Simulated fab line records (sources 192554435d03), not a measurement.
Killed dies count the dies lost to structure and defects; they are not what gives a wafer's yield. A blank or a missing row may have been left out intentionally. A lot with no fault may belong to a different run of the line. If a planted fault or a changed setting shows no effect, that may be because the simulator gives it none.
Matching of chambers | flow n5Finfet | N5_BEOL_M0_SAQP_DESCUM_19 on rieDiel-06: 4 sister chambers
The step chemistry O2, time 7.9 s. 14 wafers are shown with their chamber, then 7 later ones without.

WAFERS PAIRED WITH THEIR CHAMBERS
wafer  | chamber | drypumpMotorCurrentA (A) | showerheadPlenumPTorr (Torr) | oesProductAu (a.u.)
L076.1 | 2       | 5.6                      | 2.08                         | 0.71
L076.3 | 3       | 5.9                      | 2.05                         | 0.88
L076.5 | 1       | 6.7                      | 2.21                         | 0.90
L077.1 | 2       | 5.7                      | 2.07                         | 0.71
L077.2 | 3       | 5.9                      | 2.05                         | 0.89
L077.5 | 3       | 5.9                      | 2.05                         | 0.89
L079.2 | 2       | 5.7                      | 2.07                         | 0.70
L079.4 | 3       | 5.9                      | 2.05                         | 0.87
L079.5 | 2       | 5.7                      | 2.07                         | 0.70
L087.1 | 3       | 5.9                      | 2.04                         | 0.84
L087.2 | 2       | 5.7                      | 2.07                         | 0.69
L087.3 | 0       | 5.8                      | 2.06                         | 0.95
L093.3 | 0       | 5.8                      | 2.06                         | 0.93
L093.4 | 2       | 5.6                      | 2.07                         | 0.69

SIGNATURES (averages over the wafers above)
reading               | chamber 0 | chamber 1 | chamber 2 | chamber 3 | scatter within a chamber
drypumpMotorCurrentA  | 5.800     | 6.700     | 5.667     | 5.900     | 0.0365
showerheadPlenumPTorr | 2.0600    | 2.2100    | 2.0717    | 2.0480    | 0.00404
oesProductAu          | 0.9400    | 0.9000    | 0.7000    | 0.8740    | 0.0152
Rule: distance of a wafer from a chamber = root of the sum over the readings of ((wafer's reading minus chamber's mean) / reading's scatter) squared. The wafer belongs to the nearest chamber; if the next one is less than 2 further off, it can't be placed. The scatter is the square root of a quotient: the sum, over the shown wafers, of each reading's squared deviation from its chamber's mean, divided by wafers minus chambers.

WAFERS WHOSE CHAMBER IS MISSING
wafer  | drypumpMotorCurrentA (A) | showerheadPlenumPTorr (Torr) | oesProductAu (a.u.)
L093.6 | 5.8                      | 2.06                         | 0.93
L094.1 | 5.7                      | 2.06                         | 0.69
L094.4 | 5.8                      | 2.06                         | 0.92
L094.6 | 5.8                      | 2.06                         | 0.92
L097.2 | 5.6                      | 2.06                         | 0.68
L097.3 | 5.8                      | 2.06                         | 0.91
L097.6 | 6.6                      | 2.20                         | 0.85

THE CHAMBER EACH PASSED THROUGH
wafer  | from the rows above | in truth
L093.6 | 0                   | 0
L094.1 | 2                   | 2
L094.4 | 0                   | 0
L094.6 | 0                   | 0
L097.2 | 2                   | 2
L097.3 | 0                   | 0
L097.6 | 1                   | 1
7 of 7 placed correctly. From these rows, 0 cannot be placed. 0 placed wrongly.
